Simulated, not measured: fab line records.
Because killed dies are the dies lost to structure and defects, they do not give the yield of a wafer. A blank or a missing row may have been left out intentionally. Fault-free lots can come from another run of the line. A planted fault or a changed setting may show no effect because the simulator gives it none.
Lot-split experiment + flow n5Finfet + on a route of 1938 steps: 7 lots, 21 wafers read

SPLIT DETAILS
At N5_PMOS_HMC_CHANNEL_EPI_COAT_31 (time 60 s, resist thk 66 nm), the setting spinRpm was moved away from the recipe's 1500 rpm on 5 of the 21 wafers read, by -5.3% to +9.1%. The other wafers ran this setting at the recipe's value.

FROM THE SPLIT TO THE READING: what the file shows between them, 4 steps
- N5_PMOS_HMC_CHANNEL_EPI_COAT_03: resist thk 205 nm (also split here: spinRpm)
- N5_PMOS_HMC_CHANNEL_EPI_EBR_05
- N5_PMOS_HMC_CHANNEL_EPI_SOFTBAKE_04: time 60 s
- N5_PMOS_HMC_CHANNEL_EPI_DESCUM_14: chemistry O2, time 7.9 s

THE READING
etch.depthNm (the simulator's own value, which no gauge read), in nm, at N5_PMOS_HMC_CHANNEL_EPI_ETCH_32 (etches BARC in N2/H2, stops on SiO2, target depth 85.8 nm, time 50.3 s). There is no usual value for it anywhere in the file. The 16 wafers here that ran the recipe average 65.95 nm, standard deviation 0.18 nm.

| wafer  | tool, chamber at the split | spinRpm as run, rpm | against the recipe | etch.depthNm, nm | against lot-mates on the recipe |
|--------|----------------------------|---------------------|--------------------|------------------|---------------------------------|
| L077.1 | lithoTrack-03, 0           | 1500                | recipe             | 65.88            | -                               |
| L077.3 | lithoTrack-03, 0           | 1500                | recipe             | 65.83            | -                               |
| L077.5 | lithoTrack-03, 0           | 1500                | recipe             | 65.96            | -                               |
| L078.1 | lithoTrack-03, 0           | 1500                | recipe             | 65.85            | -                               |
| L078.2 | lithoTrack-03, 0           | 1500                | recipe             | 65.82            | -                               |
| L078.6 | lithoTrack-03, 0           | 1500                | recipe             | 66.03            | -                               |
| L079.2 | lithoTrack-05, 0           | 1500                | recipe             | 66.05            | -                               |
| L079.3 | lithoTrack-05, 0           | 1636                | +9.1%              | 63.35            | -2.93                           |
| L079.5 | lithoTrack-05, 0           | 1500                | recipe             | 66.51            | -                               |
| L080.1 | lithoTrack-05, 0           | 1500                | recipe             | 65.75            | -                               |
| L080.2 | lithoTrack-05, 0           | 1500                | recipe             | 65.92            | -                               |
| L080.6 | lithoTrack-05, 0           | 1500                | recipe             | 65.85            | -                               |
| L083.3 | lithoTrack-03, 0           | 1500                | recipe             | 65.91            | -                               |
| L083.4 | lithoTrack-03, 0           | 1500                | recipe             | 65.78            | -                               |
| L083.6 | lithoTrack-03, 0           | 1500                | recipe             | 65.95            | -                               |
| L084.2 | lithoTrack-01, 0           | 1421                | -5.3%              | 67.43            | +1.46                           |
| L084.5 | lithoTrack-01, 0           | 1421                | -5.3%              | 67.76            | +1.79                           |
| L084.6 | lithoTrack-01, 0           | 1500                | recipe             | 65.97            | -                               |
| L090.1 | lithoTrack-05, 0           | 1438                | -4.1%              | 67.32            | +1.19                           |
| L090.5 | lithoTrack-05, 0           | 1438                | -4.1%              | 67.39            | +1.26                           |
| L090.6 | lithoTrack-05, 0           | 1500                | recipe             | 66.13            | -                               |

FIT RESULTS
A straight line over all 21 wafers: etch.depthNm changes by -0.304 nm for each +1% of spinRpm; r = -0.98; the points scatter about the line by 0.18 nm.
The same after taking each lot's own level away (the mean of its wafers on the recipe; 21 wafers): -0.314 nm for each +1%; r = -0.99; scatter 0.11 nm.
The reading moves by 2.8 nm for the largest change in spinRpm, on that fit.
From 65.840 to 66.280 nm: that is the span of the lots' own levels, equal to 2.5 times the standard deviation above.
So the lot-to-lot level changes the slope little: the two slopes agree.
Check: -2.76 nm against its lot-mates is what the line predicts for one of the wafers moved furthest among these (+9.1%) when that wafer is left out of the fit. Against them it came out at -2.93 nm.

ADDITIONAL SPLITS CARRIED BY THESE WAFERS
Other splits were also applied to these wafers ahead of the reading. Each is held against what the fit with the lots' levels taken away leaves over:
| other split on the same wafers          | wafers away from the commonest value | r with etch.depthNm (lot level and that fit taken away) |
|-----------------------------------------|--------------------------------------|---------------------------------------------------------|
| N5_ZERO_LAYER_ETCH_18 icpW              | 6                                    | -0.30                                                   |
| N5_WELL_APT_COAT_02 spinRpm             | 5                                    | +0.05                                                   |
| N5_PMOS_HMC_CHANNEL_EPI_COAT_03 spinRpm | 5                                    | +0.24                                                   |

THE WHOLE CHAIN: every reading that the file lists as answering this split, in the file's order
| step                            | what it does                                                           | reading                                                                                     | change (the file's fit)               | r (the file's) |
|---------------------------------|------------------------------------------------------------------------|---------------------------------------------------------------------------------------------|---------------------------------------|----------------|
| N5_PMOS_HMC_CHANNEL_EPI_COAT_31 | time 60 s, resist thk 66 nm                                            | BARC_of_PMOS_HMC_CHANNEL_EPI_COAT_31.thkNm (the simulator's own value, which no gauge read) | -0.317 nm for each +1% of the setting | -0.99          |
| N5_PMOS_HMC_CHANNEL_EPI_ETCH_32 | etches BARC in N2/H2, stops on SiO2, target depth 85.8 nm, time 50.3 s | etch.depthNm (the simulator's own value, which no gauge read)                               | -0.317 nm for each +1% of the setting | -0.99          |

THE FILE'S OWN FIT
etch.depthNm changes by -0.317 nm for each +1% of spinRpm, r = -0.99.
